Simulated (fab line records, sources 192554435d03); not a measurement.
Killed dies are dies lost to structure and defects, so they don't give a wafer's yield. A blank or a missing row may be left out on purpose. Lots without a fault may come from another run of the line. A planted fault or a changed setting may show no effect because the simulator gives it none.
Chamber matching | flow n5_finfet | N5_BEOL_M10_CURE_72 on uv_cure-01: 3 sister chambers
The step cures SiCOH lowk, time 120 s. 16 wafers are shown with their chamber, then 7 later ones without.

WAFERS WITH THEIR CHAMBER
wafer  | chamber | wafer_temp_C_max | lamp_power_pct (%)
L930.1 | 1       | 372.6            | 52.23
L930.6 | 1       | 372.0            | 52.23
L931.1 | 0       | 371.7            | 52.43
L931.4 | 0       | 371.6            | 52.39
L931.6 | 0       | 371.9            | 52.32
L935.3 | 2       | 371.7            | 52.34
L935.4 | 2       | 371.2            | 52.33
L935.5 | 2       | 370.8            | 52.35
L934.1 | 1       | 371.9            | 52.36
L934.2 | 1       | 371.7            | 52.36
L934.3 | 1       | 372.0            | 52.30
L939.1 | 2       | 371.3            | 52.31
L939.5 | 2       | 371.1            | 52.37
L939.6 | 2       | 371.3            | 52.28
L943.2 | 1       | 372.1            | 52.38
L943.4 | 1       | 372.4            | 52.31

SIGNATURES (means of the wafers above)
reading          | chamber 0 | chamber 1 | chamber 2 | scatter within a chamber
wafer_temp_C_max | 371.733   | 372.100   | 371.233   | 0.283
lamp_power_pct   | 52.3800   | 52.3100   | 52.3300   | 0.0511
Rule: a wafer's distance from a chamber is the root of the sum, over the readings, of the square of ((its reading less the chamber's mean) divided by the reading's scatter). The wafer belongs to the nearest chamber; if the next one is less than 2 further off, it can't be placed. The scatter: the root of (the sum of the squares of (reading less its chamber's mean) over the shown wafers, divided by (wafers less chambers)).

WAFERS WITHOUT THEIR CHAMBER
wafer  | wafer_temp_C_max | lamp_power_pct (%)
L943.5 | 371.9            | 52.32
L948.1 | 371.7            | 52.26
L948.2 | 372.3            | 52.40
L948.5 | 372.1            | 52.32
L950.1 | 371.5            | 52.25
L950.4 | 371.3            | 52.27
L950.5 | 371.5            | 52.31

WHICH CHAMBER EACH WENT THROUGH
wafer  | from the rows above          | in truth
L943.5 | can't be placed: 1 or 0 or 2 | 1
L948.1 | can't be placed: 1 or 2 or 0 | 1
L948.2 | can't be placed: 1 or 0      | 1
L948.5 | can't be placed: 1 or 0      | 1
L950.1 | can't be placed: 2 or 1 or 0 | 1
L950.4 | can't be placed: 2 or 0 or 1 | 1
L950.5 | can't be placed: 2 or 0 or 1 | 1
Placed correctly: 0 of 7. Can't be placed from these rows: 7 (the true chamber is among the candidates in 7). Placed wrongly: 0.
